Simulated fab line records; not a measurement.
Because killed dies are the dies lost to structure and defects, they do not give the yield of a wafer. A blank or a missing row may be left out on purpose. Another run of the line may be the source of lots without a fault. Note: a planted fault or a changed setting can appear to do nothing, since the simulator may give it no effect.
fab line records	flow nandHarc
[record] lots = 24	wafers = 72	lastDay = 33
route steps=1302 shown P_M0@279 P_M1@300 P_M2@333
lots that met no fault: from a run of the same line without faults
startH: hours from the record's opening day to when the first of the lot's shown wafers began	waitH: how many hours have passed since the lot's step before this one	" unchanged from the row above	L1.1+2: one row covering several wafers at once	- either no value or no given start	* or withheld: withheld	< > ~ a bound
route shown NAME@n: NAME is a module with steps in the file, n the number in the route of the first one	usual: the fault-free wafers' mean and standard deviation	same: alike in all rows	chamber/n: place in a boat	sites: readings site by site	_std_site: how widely they spread, as a standard deviation	_edge_site: the outer-site mean with the inner-site mean subtracted	radiusMm: for every site, how far away it sits from the centre of the wafer	mask NAME#n: copy n	behind: the last tool/chamber to shape the wafer	hold: what put the lot on hold/how long, in hours/how the hold closed	device: transistor that didn't switch, given as n, p or np	end of line: the route-end tests of the same wafers	a step without rows: its recipe alone	killed: count of dies lost to structure and defects at first sort (not the wafer's yield)	map: shows each die of a wafer: x if killed, . if not, _ if none is there
set.NAME: the setting the step ran with; set.NAME@STEP: the setting that earlier step ran with	model.NAME: the simulator's own value behind a step, which no gauge read
route steps across a sampled set of lots; one table per step, one row per wafer
services: the hour from which a tool's chamber was out of use, counted from the record's first day as startH (under 0 if before that day), plus the number of hours and why
[[steps]]
[step NHARC_P_M0_THK_MEAS_24]
[recipe] thkMeasGauge = xrf
[usual] thkNm = 117.4/1.5
lot.wafer	tool	chamber	startH	waitH	thkNm
L074.1	filmMetro-02	-	128.12	-	117.8
L074.3	"	-	"	"	116.6
L074.5	"	-	"	"	114.0
L075.3	filmMetro-01	-	132.94	-	116.7
L075.4	"	-	"	"	115.8
L075.5	"	-	"	"	117.0
L076.2	filmMetro-02	-	151.23	-	116.8
L076.3	"	-	"	"	118.7
L076.6	"	-	"	"	115.5
L077.2	filmMetro-01	-	160.45	-	116.0
L077.4	"	-	"	"	116.3
L077.5	"	-	"	"	116.5
L078.2	filmMetro-01	-	163.72	-	117.0
L078.4	"	-	"	"	118.1
L078.6	"	-	"	"	116.4
L079.1	filmMetro-02	-	182.81	-	116.3
L079.2	"	-	"	"	118.2
L079.4	"	-	"	"	116.5
L080.4	filmMetro-02	-	193.30	-	120.1
L080.5	"	-	"	"	117.0
L080.6	"	-	"	"	115.3
L081.1	filmMetro-01	-	200.68	-	117.7
L081.2	"	-	"	"	119.0
L081.5	"	-	"	"	119.4
L082.1	filmMetro-01	-	207.39	-	118.4
L082.4	"	-	"	"	117.4
L082.5	"	-	"	"	117.0
L083.1	filmMetro-02	-	221.07	-	119.9
L083.2	"	-	"	"	119.6
L083.3	"	-	"	"	119.1
L084.1	filmMetro-01	-	230.17	-	115.6
L084.3	"	-	"	"	116.7
L084.5	"	-	"	"	116.4
L085.1	filmMetro-02	-	242.85	-	118.5
L085.2	"	-	"	"	116.5
L085.5	"	-	"	"	118.9
L086.1	filmMetro-02	-	243.91	-	117.8
L086.3	"	-	"	"	116.7
L086.6	"	-	"	"	119.3
L087.3	filmMetro-02	-	265.76	-	119.1
L087.4	"	-	"	"	118.6
L087.6	"	-	"	"	119.5
L088.1	filmMetro-01	-	266.51	-	117.6
L088.2	"	-	"	"	116.7
L088.6	"	-	"	"	115.6
L089.1	filmMetro-02	-	280.37	-	113.8
L089.3	"	-	"	"	120.0
L089.4	"	-	"	"	116.9
L090.3	filmMetro-01	-	280.39	-	119.3
L090.5	"	-	"	"	120.0
L090.6	"	-	"	"	116.4
L091.1	filmMetro-02	-	296.93	-	116.9
L091.3	"	-	"	"	115.9
L091.4	"	-	"	"	116.3
L092.2	filmMetro-01	-	307.68	-	116.2
L092.3	"	-	"	"	116.3
L092.6	"	-	"	"	116.5
L093.2	filmMetro-01	-	309.03	-	117.0
L093.5	"	-	"	"	115.3
L093.6	"	-	"	"	114.6
L094.3	filmMetro-01	-	322.06	-	116.1
L094.4	"	-	"	"	118.1
L094.6	"	-	"	"	118.2
L095.2	filmMetro-02	-	327.84	-	118.0
L095.4	"	-	"	"	115.2
L095.6	"	-	"	"	117.3
L096.3	filmMetro-02	-	344.59	-	115.1
L096.4	"	-	"	"	115.6
L096.6	"	-	"	"	118.4
L097.2	filmMetro-02	-	352.90	-	118.9
L097.3	"	-	"	"	119.6
L097.5	"	-	"	"	117.3
[step NHARC_P_M1_ETCH_15]
[recipe] targetDepthA = 1825	timeS = 91.2	c4f8FlowSccm = withheld	arFlowSccm = 400	rfW = 600	biasW = 300	chemistry = C4F8/Ar
[usual] oesProductAu = 0.961/0.02	rfFwdPowerW = 595.7/2.4	rfVppV = 440.8/2.9
lot.wafer	tool	chamber	startH	waitH	oesProductAu	rfFwdPowerW	rfHoursCounterH	rfVppV
L074.3	rieDiel-09	2	-	-	0.922	596.7	13	442.6
L074.1	"	0	"	"	0.929	593.5	12	445.0
L074.5	"	3	"	"	0.909	596.2	-	440.6
L075.3	rieDiel-02	0	-	-	0.985	598.2	4	438.3
L075.4	"	2	"	"	0.969	596.8	5	436.9
L075.5	"	0	"	"	0.974	597.7	-	437.8
L076.2	rieDiel-09	1	-	-	0.977	595.5	0	437.6
L076.3	"	2	"	"	0.977	595.2	0	443.7
L076.6	"	1	"	"	0.985	595.4	-	437.6
L077.4	rieDiel-09	3	-	-	0.972	597.1	1	440.6
L077.2	"	0	"	"	0.969	591.3	1	445.0
L077.5	"	1	"	"	0.981	599.1	-	437.5
L078.4	rieDiel-09	3	-	-	0.976	599.0	1	442.6
L078.2	"	2	"	"	0.964	601.5	1	442.5
L078.6	"	3	"	"	0.973	601.0	-	441.4
L079.1	rieDiel-09	1	-	-	0.983	595.4	3	436.6
L079.4	"	2	"	"	0.962	593.8	2	441.8
L079.2	"	3	"	"	0.960	596.2	3	439.9
L080.4	rieDiel-09	1	-	-	0.965	596.4	4	438.2
L080.6	"	3	"	"	0.943	595.0	-	440.6
L080.5	"	0	"	"	0.945	593.9	-	445.2
L081.1	rieDiel-09	2	-	-	0.927	597.6	4	442.3
L081.2	"	0	"	"	0.932	588.8	5	442.9
L081.5	"	2	"	"	0.934	599.9	-	442.1
L082.4	rieDiel-09	3	-	-	0.948	597.0	5	440.3
L082.1	"	0	"	"	0.978	593.1	5	443.8
L082.5	"	3	"	"	0.960	600.1	-	442.6
L083.1	rieDiel-09	0	-	-	0.957	591.9	7	444.7
L083.2	"	1	"	"	0.987	596.7	6	437.2
L083.3	"	2	"	"	0.984	592.8	6	442.9
L084.3	rieDiel-09	1	-	-	0.978	596.2	6	439.3
L084.1	"	2	"	"	0.962	597.4	6	442.8
L084.5	"	1	"	"	0.974	595.1	-	436.4
L085.2	rieDiel-02	0	-	-	0.985	594.6	1	439.2
L085.1	"	1	"	"	0.958	594.7	1	442.1
L085.5	"	3	"	"	0.970	594.5	-	442.9
L086.1	rieDiel-09	0	-	-	0.973	589.8	8	442.5
L086.3	"	3	"	"	0.964	600.0	8	441.4
L086.6	"	1	"	"	0.985	595.4	-	436.4
L087.3	rieDiel-02	3	-	-	0.958	594.4	2	441.1
L087.4	"	0	"	"	0.979	596.9	3	439.0
L087.6	"	2	"	"	0.964	598.9	-	437.8
L088.2	rieDiel-02	0	-	-	0.969	593.2	3	439.0
L088.1	"	2	"	"	0.981	597.2	2	437.6
L088.6	"	3	"	"	0.961	595.7	-	441.1
L089.3	rieDiel-02	2	-	-	0.959	595.1	3	436.9
L089.4	"	3	"	"	0.960	594.6	4	441.9
L089.1	"	0	"	"	0.976	597.0	4	439.1
L090.3	rieDiel-09	2	-	-	0.962	597.0	10	442.6
L090.5	"	3	"	"	0.954	596.8	-	441.6
L090.6	"	0	"	"	0.975	593.5	-	445.0
L091.4	rieDiel-09	0	-	-	0.922	590.3	12	445.2
L091.3	"	2	"	"	0.924	596.1	11	441.8
L091.1	"	3	"	"	0.933	597.7	12	440.4
L092.2	rieDiel-09	1	-	-	0.969	595.2	12	438.0
L092.3	"	0	"	"	0.974	594.1	13	444.2
L092.6	"	2	"	"	0.966	595.1	-	442.8
L093.2	rieDiel-09	0	-	-	0.984	594.6	13	444.6
L093.6	"	1	"	"	0.971	593.2	-	437.0
L093.5	"	2	"	"	0.961	595.1	-	442.2
L094.4	rieDiel-08	1	-	-	0.940	594.7	32	437.2
L094.3	"	3	"	"	0.944	597.2	37	440.9
L094.6	"	2	"	"	0.946	595.0	-	434.6
L095.2	rieDiel-09	1	-	-	0.974	594.6	0	436.0
L095.4	"	3	"	"	0.966	598.0	0	441.0
L095.6	"	0	"	"	0.967	593.8	-	446.5
L096.4	rieDiel-02	1	-	-	0.967	596.3	9	442.4
L096.3	"	2	"	"	0.996	594.8	9	437.2
L096.6	"	1	"	"	0.958	596.3	-	442.2
L097.2	rieDiel-09	3	-	-	0.933	600.8	2	441.9
L097.3	"	0	"	"	0.926	596.3	1	443.7
L097.5	"	3	"	"	0.930	601.6	-	440.7
[step NHARC_P_M1_CD_MEAS_16]
[usual] cdNm = 129.8/0.68
lot.wafer	tool	chamber	startH	waitH	cdNm
L074.1	cdSem-03	-	130.04	-	127.8
L074.3	"	-	"	"	128.9
L074.5	"	-	"	"	129.0
L075.3	cdSem-02	-	135.09	-	130.3
L075.4	"	-	"	"	130.2
L075.5	"	-	"	"	130.0
L076.2	cdSem-03	-	153.28	-	129.2
L076.3	"	-	"	"	129.6
L076.6	"	-	"	"	130.4
L077.2	cdSem-01	-	162.35	-	130.1
L077.4	"	-	"	"	130.2
L077.5	"	-	"	"	129.6
L078.2	cdSem-02	-	165.64	-	129.7
L078.4	"	-	"	"	129.9
L078.6	"	-	"	"	129.9
L079.1	cdSem-01	-	184.85	-	130.6
L079.2	"	-	"	"	129.4
L079.4	"	-	"	"	129.9
L080.4	cdSem-01	-	195.88	-	131.6
L080.5	"	-	"	"	131.2
L080.6	"	-	"	"	130.1
L081.1	cdSem-02	-	202.73	-	128.8
L081.2	"	-	"	"	129.8
L081.5	"	-	"	"	130.2
L082.1	cdSem-02	-	209.32	-	129.9
L082.4	"	-	"	"	130.3
L082.5	"	-	"	"	130.3
L083.1	cdSem-02	-	223.11	-	130.6
L083.2	"	-	"	"	131.4
L083.3	"	-	"	"	130.0
L084.1	cdSem-01	-	232.08	-	130.3
L084.3	"	-	"	"	129.7
L084.5	"	-	"	"	129.8
L085.1	cdSem-02	-	244.91	-	129.7
L085.2	"	-	"	"	129.5
L085.5	"	-	"	"	129.0
L086.1	cdSem-03	-	245.97	-	128.9
L086.3	"	-	"	"	128.4
L086.6	"	-	"	"	128.3
L087.3	cdSem-03	-	267.69	-	130.5
L087.4	"	-	"	"	129.4
L087.6	"	-	"	"	130.2
L088.1	cdSem-01	-	268.55	-	130.0
L088.2	"	-	"	"	129.8
L088.6	"	-	"	"	129.7
L089.1	cdSem-02	-	282.55	-	129.7
L089.3	"	-	"	"	129.3
L089.4	"	-	"	"	129.9
L090.3	cdSem-01	-	282.70	-	129.9
L090.5	"	-	"	"	130.0
L090.6	"	-	"	"	130.5
L091.1	cdSem-03	-	299.41	-	129.8
L091.3	"	-	"	"	128.0
L091.4	"	-	"	"	129.0
L092.2	cdSem-02	-	309.61	-	129.9
L092.3	"	-	"	"	129.2
L092.6	"	-	"	"	129.1
L093.2	cdSem-01	-	311.07	-	129.5
L093.5	"	-	"	"	130.6
L093.6	"	-	"	"	129.9
L094.3	cdSem-03	-	324.54	-	129.4
L094.4	"	-	"	"	130.2
L094.6	"	-	"	"	129.9
L095.2	cdSem-01	-	329.87	-	129.7
L095.4	"	-	"	"	129.1
L095.6	"	-	"	"	129.2
L096.3	cdSem-02	-	346.73	-	129.3
L096.4	"	-	"	"	128.9
L096.6	"	-	"	"	129.4
L097.2	cdSem-02	-	354.94	-	128.9
L097.3	"	-	"	"	129.9
L097.5	"	-	"	"	129.3
[step NHARC_P_M1_DEGAS_29]
[recipe] tempC = 250	timeS = 60
[usual] heaterPowerW = 341/39
lot.wafer	tool	chamber	startH	waitH	heaterPowerW
L074.1	pvdSputter-02	-	130.75	-	312
L074.3	"	-	"	"	372
L074.5	"	-	"	"	316
L075.4	pvdSputter-01	-	135.81	-	283
L075.3	"	-	"	"	333
L075.5	"	-	"	"	280
L076.3	pvdSputter-03	-	154.02	-	338
L076.2	"	-	"	"	302
L076.6	"	-	"	"	320
L077.4	pvdSputter-01	-	163.06	-	326
L077.2	"	-	"	"	295
L077.5	"	-	"	"	323
L078.4	pvdSputter-01	-	166.35	-	332
L078.2	"	-	"	"	321
L078.6	"	-	"	"	334
L079.2	pvdSputter-01	-	185.56	-	298
L079.1	"	-	"	"	338
L079.4	"	-	"	"	324
L080.4	pvdSputter-02	-	196.62	-	367
L080.5	"	-	"	"	312
L080.6	"	-	"	"	355
L081.1	pvdSputter-01	-	203.45	-	331
L081.2	"	-	"	"	316
L081.5	"	-	"	"	338
L082.4	pvdSputter-02	-	210.05	-	317
L082.1	"	-	"	"	373
L082.5	"	-	"	"	315
L083.1	pvdSputter-03	-	223.83	-	354
L083.3	"	-	"	"	342
L083.2	"	-	"	"	330
L084.1	pvdSputter-02	-	232.80	-	312
L084.3	"	-	"	"	304
L084.5	"	-	"	"	363
L085.1	pvdSputter-02	-	245.63	-	358
L085.2	"	-	"	"	365
L085.5	"	-	"	"	315
L086.3	pvdSputter-03	-	246.69	-	354
L086.1	"	-	"	"	318
L086.6	"	-	"	"	335
L087.4	pvdSputter-01	-	268.40	-	449
L087.3	"	-	"	"	327
L087.6	"	-	"	"	435
L088.2	pvdSputter-01	-	269.33	-	335
L088.1	"	-	"	"	440
L088.6	"	-	"	"	330
L089.3	pvdSputter-01	-	283.26	-	311
L089.4	"	-	"	"	343
L089.1	"	-	"	"	326
L090.3	pvdSputter-01	-	283.49	-	347
L090.6	"	-	"	"	334
L090.5	"	-	"	"	429
L091.1	pvdSputter-01	-	300.13	-	303
L091.4	"	-	"	"	353
L091.3	"	-	"	"	329
L092.3	pvdSputter-03	-	310.32	-	336
L092.2	"	-	"	"	306
L092.6	"	-	"	"	331
L093.2	pvdSputter-02	-	311.78	-	354
L093.6	"	-	"	"	341
L093.5	"	-	"	"	312
L094.4	pvdSputter-02	-	325.31	-	359
L094.3	"	-	"	"	362
L094.6	"	-	"	"	357
L095.4	pvdSputter-02	-	330.60	-	310
L095.2	"	-	"	"	313
L095.6	"	-	"	"	300
L096.4	pvdSputter-01	-	347.45	-	303
L096.3	"	-	"	"	345
L096.6	"	-	"	"	300
L097.3	pvdSputter-02	-	355.66	-	301
L097.2	"	-	"	"	374
L097.5	"	-	"	"	357
[step NHARC_P_M1_DEP_33]
[recipe] targetThkA = 300	tempC = 370	targetThkNm = 30	pressureTorr = 3	flowSccm = 200	rfW = 450	material = SiCN
[usual] heaterPowerW = 580/63	rfFwdPowerW = 449.0/1.5
lot.wafer	tool	chamber	startH	waitH	heaterPowerW	rfFwdPowerW
L074.1	pecvd-04	2	132.49	0.1	571	448.3
L074.3	"	0	"	"	665	449.3
L074.5	"	0	"	"	657	449.4
L075.3	pecvd-03	0	137.62	0.1	543	447.9
L075.5	"	2	"	"	554	447.4
L075.4	"	0	"	"	524	448.4
L076.3	pecvd-04	1	155.72	0.1	659	446.6
L076.2	"	2	"	"	552	448.3
L076.6	"	2	"	"	543	449.4
L077.2	pecvd-03	0	164.95	0.1	596	450.3
L077.4	"	2	"	"	567	450.4
L077.5	"	1	"	"	523	449.4
L078.2	pecvd-04	2	168.11	0.1	578	446.8
L078.4	"	1	"	"	673	447.8
L078.6	"	0	"	"	666	450.3
L079.2	pecvd-04	2	187.26	0.1	576	449.4
L079.1	"	0	"	"	677	448.5
L079.4	"	2	"	"	567	451.1
L080.6	pecvd-03	1	198.42	0.2	574	447.1
L080.5	"	2	"	"	550	449.5
L080.4	"	0	"	"	526	446.5
L081.1	pecvd-04	2	205.17	0.1	630	450.3
L081.2	"	1	"	"	683	449.0
L081.5	"	0	"	"	677	448.9
L082.1	pecvd-03	1	211.87	0.1	510	449.3
L082.4	"	0	"	"	568	447.2
L082.5	"	1	"	"	507	450.5
L083.2	pecvd-01	0	225.53	0.1	484	448.9
L083.1	"	1	"	"	464	448.9
L083.3	"	2	"	"	613	448.2
L084.1	pecvd-01	2	234.49	0.1	691	446.9
L084.3	"	0	"	"	566	449.1
L084.5	"	0	"	"	560	450.8
L085.1	pecvd-01	0	248.69	0.1	493	448.7
L085.2	"	1	"	"	555	448.5
L085.5	"	2	"	"	663	447.3
L086.3	pecvd-04	1	248.99	0.1	666	448.4
L086.1	"	2	"	"	620	450.7
L086.6	"	2	"	"	618	449.1
L087.3	pecvd-03	0	270.27	0.1	469	448.2
L087.4	"	2	"	"	616	447.6
L087.6	"	0	"	"	485	448.5
L088.2	pecvd-01	1	271.02	0.1	561	448.7
L088.1	"	2	"	"	644	446.7
L088.6	"	1	"	"	559	448.8
L089.1	pecvd-04	1	284.99	0.1	740	450.9
L089.3	"	2	"	"	625	447.5
L089.4	"	0	"	"	682	446.9
L090.3	pecvd-03	1	285.32	0.1	560	447.3
L090.5	"	2	"	"	501	448.3
L090.6	"	1	"	"	571	448.3
L091.1	pecvd-01	0	301.90	0.1	568	448.8
L091.3	"	1	"	"	540	450.7
L091.4	"	0	"	"	573	448.8
L092.3	pecvd-03	0	312.12	0.1	547	449.7
L092.2	"	1	"	"	542	449.1
L092.6	"	0	"	"	546	451.2
L093.2	pecvd-03	1	313.57	0.1	508	449.5
L093.5	"	0	"	"	488	449.3
L093.6	"	1	"	"	515	449.8
L094.3	pecvd-03	1	327.01	0.1	594	450.9
L094.6	"	1	"	"	583	450.5
L094.4	"	2	"	"	574	446.4
L095.2	pecvd-03	1	332.30	0.1	521	449.1
L095.4	"	1	"	"	511	446.3
L095.6	"	2	"	"	596	448.9
L096.3	pecvd-03	2	349.26	0.1	628	451.3
L096.4	"	0	"	"	575	452.3
L096.6	"	2	"	"	618	449.3
L097.2	pecvd-03	1	357.36	0.1	546	451.1
L097.3	"	0	"	"	564	448.2
L097.5	"	0	"	"	561	448.4
[step NHARC_P_M2_ETCH_15]
[recipe] targetDepthA = 1825	timeS = 91.2	c4f8FlowSccm = withheld	arFlowSccm = 400	rfW = 600	biasW = 300	chemistry = C4F8/Ar
[usual] oesProductAu = 0.951/0.022	rfFwdPowerW = 595.8/2.2	rfVppV = 442.3/2.3
lot.wafer	tool	chamber	startH	waitH	oesProductAu	rfFwdPowerW	rfHoursCounterH	rfVppV
L074.1	rieDiel-11	2	-	-	0.968	595.8	2.5	439.0
L074.3	"	1	"	"	0.979	593.1	2.1	440.0
L074.5	"	2	"	"	0.970	594.3	-	438.5
L075.4	rieDiel-11	1	-	-	0.945	592.8	2.3	439.7
L075.3	"	3	"	"	0.944	596.4	2.1	444.5
L075.5	"	0	"	"	0.950	598.5	-	443.9
L076.2	rieDiel-06	3	-	-	0.931	596.0	0.3	444.8
L076.3	"	1	"	"	0.928	594.5	0.3	444.5
L076.6	"	0	"	"	0.934	594.7	-	442.8
L077.2	rieDiel-11	3	-	-	0.951	597.6	2.7	441.9
L077.4	"	2	"	"	0.946	597.3	3.2	439.1
L077.5	"	3	"	"	0.956	596.7	-	444.2
L078.2	rieDiel-11	2	-	-	0.961	595.7	3.3	439.2
L078.4	"	3	"	"	0.950	596.5	2.8	442.7
L078.6	"	1	"	"	0.976	597.1	-	438.6
L079.1	rieDiel-06	0	-	-	0.921	595.3	1.8	443.7
L079.2	"	1	"	"	0.918	594.3	1.9	446.6
L079.4	"	2	"	"	0.939	593.1	1.5	441.8
L080.4	rieDiel-06	1	-	-	0.932	595.8	3.0	444.6
L080.6	"	1	"	"	0.927	596.8	-	444.3
L080.5	"	2	"	"	0.930	596.4	-	441.1
L081.1	rieDiel-11	1	-	-	0.985	591.4	5.2	439.1
L081.2	"	2	"	"	0.966	599.2	5.3	438.7
L081.5	"	3	"	"	0.956	594.4	-	442.9
L082.4	rieDiel-11	2	-	-	0.968	598.3	6.2	437.5
L082.1	"	0	"	"	0.994	597.3	5.0	443.6
L082.5	"	2	"	"	0.963	596.1	-	439.4
L083.2	rieDiel-11	2	-	-	0.967	597.2	6.6	440.7
L083.1	"	3	"	"	0.964	596.6	5.8	442.4
L083.3	"	0	"	"	0.974	598.6	5.5	441.9
L084.3	rieDiel-06	0	-	-	0.922	591.3	4.3	444.1
L084.1	"	2	"	"	0.930	594.1	3.6	441.5
L084.5	"	1	"	"	0.926	595.6	-	446.5
L085.1	rieDiel-06	2	-	-	0.930	596.9	3.9	441.4
L085.2	"	1	"	"	0.922	598.9	4.7	446.0
L085.5	"	3	"	"	0.924	595.1	-	444.1
L086.1	rieDiel-06	2	-	-	0.918	598.2	3.9	440.2
L086.3	"	0	"	"	0.926	593.8	4.7	443.3
L086.6	"	2	"	"	0.936	596.9	-	439.9
L087.3	rieDiel-11	1	-	-	0.960	593.2	0.2	438.6
L087.4	"	2	"	"	0.976	595.8	0.2	438.7
L087.6	"	1	"	"	0.978	594.0	-	437.6
L088.2	rieDiel-06	0	-	-	0.967	592.1	6.0	442.7
L088.1	"	3	"	"	0.978	595.6	5.0	445.7
L088.6	"	0	"	"	0.971	594.8	-	443.8
L089.4	rieDiel-11	0	-	-	0.973	596.7	1.2	442.8
L089.3	"	1	"	"	0.973	592.6	0.9	439.2
L089.1	"	2	"	"	0.944	598.8	0.9	438.8
L090.3	rieDiel-07	1	-	-	0.933	596.2	5.6	440.7
L090.5	"	3	"	"	0.943	598.4	-	444.5
L090.6	"	0	"	"	0.929	594.0	-	444.2
L091.3	rieDiel-07	3	-	-	0.959	598.5	0.0	442.7
L091.4	"	1	"	"	0.979	594.5	0.0	441.0
L091.1	"	2	"	"	0.963	591.1	0.0	439.0
L092.3	rieDiel-07	0	-	-	0.982	596.6	0.3	445.2
L092.2	"	1	"	"	0.968	593.1	0.2	440.0
L092.6	"	0	"	"	0.977	596.1	-	443.5
L093.2	rieDiel-07	0	-	-	0.971	595.4	1.3	444.1
L093.5	"	1	"	"	0.974	594.7	-	441.6
L093.6	"	2	"	"	0.977	594.8	-	440.1
L094.3	rieDiel-07	0	-	-	0.931	593.4	3.0	445.4
L094.4	"	2	"	"	0.925	592.2	1.9	440.6
L094.6	"	3	"	"	0.922	597.2	-	443.5
L095.2	rieDiel-06	1	-	-	0.931	593.6	0.4	444.3
L095.4	"	0	"	"	0.934	595.7	-	444.4
L095.6	"	1	"	"	0.929	594.9	-	446.2
L096.3	rieDiel-11	1	-	-	0.967	592.7	5.6	439.7
L096.6	"	1	"	"	0.966	592.5	-	438.3
L096.4	"	2	"	"	0.961	596.7	-	438.7
L097.2	rieDiel-06	0	-	-	0.924	591.8	1.9	443.3
L097.3	"	1	"	"	0.930	596.7	1.8	445.4
L097.5	"	0	"	"	0.925	594.7	-	443.2
[[services]]
tool	chamber	startH	hours	kind
rieDiel-09	3	108.30	14.2	repair
rieDiel-06	2	108.63	3.4	repair
rieDiel-06	-	130.30	9.0	pm
pvdSputter-02	-	139.26	1.1	repair
rieDiel-09	-	143.18	9.0	pm
rieDiel-06	-	175.52	0.6	repair
pvdSputter-01	-	177.38	0.7	repair
pecvd-03	-	185.00	13.0	pm
rieDiel-09	1	190.10	4.6	repair
pvdSputter-01	-	220.11	1.6	repair
pvdSputter-01	-	226.28	10.0	pm
pvdSputter-01	-	243.07	6.7	repair
rieDiel-11	-	255.50	9.0	pm
rieDiel-09	1	268.14	5.7	repair
pvdSputter-02	-	282.02	10.0	pm
pecvd-03	-	296.03	4.8	repair
rieDiel-11	3	300.40	63.1	repair
rieDiel-06	-	307.30	9.0	pm
pvdSputter-01	-	314.06	4.6	repair
rieDiel-09	-	320.18	9.0	pm
rieDiel-11	-	325.91	0.8	repair
rieDiel-11	0	331.02	4.8	repair
rieDiel-06	3	331.37	10.3	repair
rieDiel-11	0	345.53	2.0	repair
[[key]]
fault none
